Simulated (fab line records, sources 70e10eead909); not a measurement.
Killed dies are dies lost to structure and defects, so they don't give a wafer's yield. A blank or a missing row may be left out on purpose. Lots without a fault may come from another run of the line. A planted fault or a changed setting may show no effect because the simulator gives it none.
Which tool did it? | flow nand_harc | 12 lots, 36 wafers sampled, at 1 step of a route of 1302

WHAT THE GAUGES READ, wafer by wafer
NHARC_A_CONTACT_CD_MEAS_15.
lot  | measured     | on        | cd_nm (nm)
L076 | day 22 20:49 | cd_sem-02 | 190.6 190.0 189.7
L077 | day 23 19:58 | cd_sem-03 | 189.2 190.2 189.7
L078 | day 24 06:44 | cd_sem-01 | 190.8 190.6 191.3
L081 | day 25 07:32 | cd_sem-03 | 189.6 191.2 191.1
L084 | day 26 10:37 | cd_sem-03 | 190.0 190.6 190.6
L085 | day 26 17:44 | cd_sem-02 | 189.8 189.5 190.0
L087 | day 27 18:03 | cd_sem-01 | 190.5 189.9 190.9
L089 | day 28 12:34 | cd_sem-01 | 189.7 190.1 189.7
L090 | day 29 08:58 | cd_sem-01 | 190.6 191.1 189.9
L093 | day 30 01:56 | cd_sem-02 | 191.0 190.3 189.7
L095 | day 31 07:51 | cd_sem-03 | 190.9 191.5 191.8
L097 | day 32 07:29 | cd_sem-01 | 189.0 191.1 190.8

WHICH TOOL RAN EACH LOT (tool, then ch and the chambers of the sampled wafers, then the start)
The record holds no process step before these readings.

THE ANSWER, worked out from the rows above alone
Rule: what is usual is taken from the lots themselves. Put in order of their means at a reading, lots are off if they are a third of the lots or fewer, leave a main group of 4 or more, and stand apart from it by a gap of 3 or more times the standard deviation of the main group's means; of several such gaps the widest counts. A main group whose means are all the same, to the digits that the tables above print for the reading, isn't used. A lot without any number at a reading at which 4 lots or more have one is off too. The other lots that the step has rows for count as sound.
No lot is off at any reading shown: from this, nothing can be told.

WHAT THE SIMULATOR HAD PUT IN
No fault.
